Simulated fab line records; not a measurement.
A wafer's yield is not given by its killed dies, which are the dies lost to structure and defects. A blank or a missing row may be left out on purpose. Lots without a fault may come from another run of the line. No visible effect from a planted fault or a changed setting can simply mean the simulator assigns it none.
Which of the tools did it? | flow nand_harc | route of 1302 steps, sampled at 1 step: 6 lots, 18 wafers

== WHAT EACH GAUGE READ, for each wafer ==
NHARC_P_BONDPAD_CD_MEAS_09: target cd 500 nm.
lot  | measured     | on        | cd_nm (nm)
L741 | day 6 21:04  | cd_sem-02 | 502.1 501.3 502.1
L744 | day 8 07:25  | cd_sem-02 | 503.6 506.3 503.2
L749 | day 10 15:55 | cd_sem-03 | 501.9 502.5 504.8
L752 | day 11 10:45 | cd_sem-01 | 505.3 505.9 505.0
L758 | day 14 02:51 | cd_sem-02 | 499.3 502.4 502.1
L762 | day 15 19:59 | cd_sem-03 | 500.9 505.8 503.4

== WHICH TOOL RAN EACH LOT (tool, then ch and the chambers of the sampled wafers, then the start) ==
No process step before these readings appears in the record.

== THE ANSWER, worked out from the rows above alone ==
Rule: the usual values come from the lots themselves. Put in order of their means at a reading, lots are off if they are a third of the lots or fewer, leave a main group of 4 or more, and stand apart from it by a gap of 3 or more times the standard deviation of the main group's means; of several such gaps the widest counts. The tables above print the reading to a certain number of digits; a main group whose means all agree to those digits is not used. A lot without any number at a reading at which 4 lots or more have one is off too. Any other lot the step has rows for is counted as sound.
Nothing can be told from this: no lot is off at any reading shown.

== WHAT THE SIMULATOR HAD PUT IN ==
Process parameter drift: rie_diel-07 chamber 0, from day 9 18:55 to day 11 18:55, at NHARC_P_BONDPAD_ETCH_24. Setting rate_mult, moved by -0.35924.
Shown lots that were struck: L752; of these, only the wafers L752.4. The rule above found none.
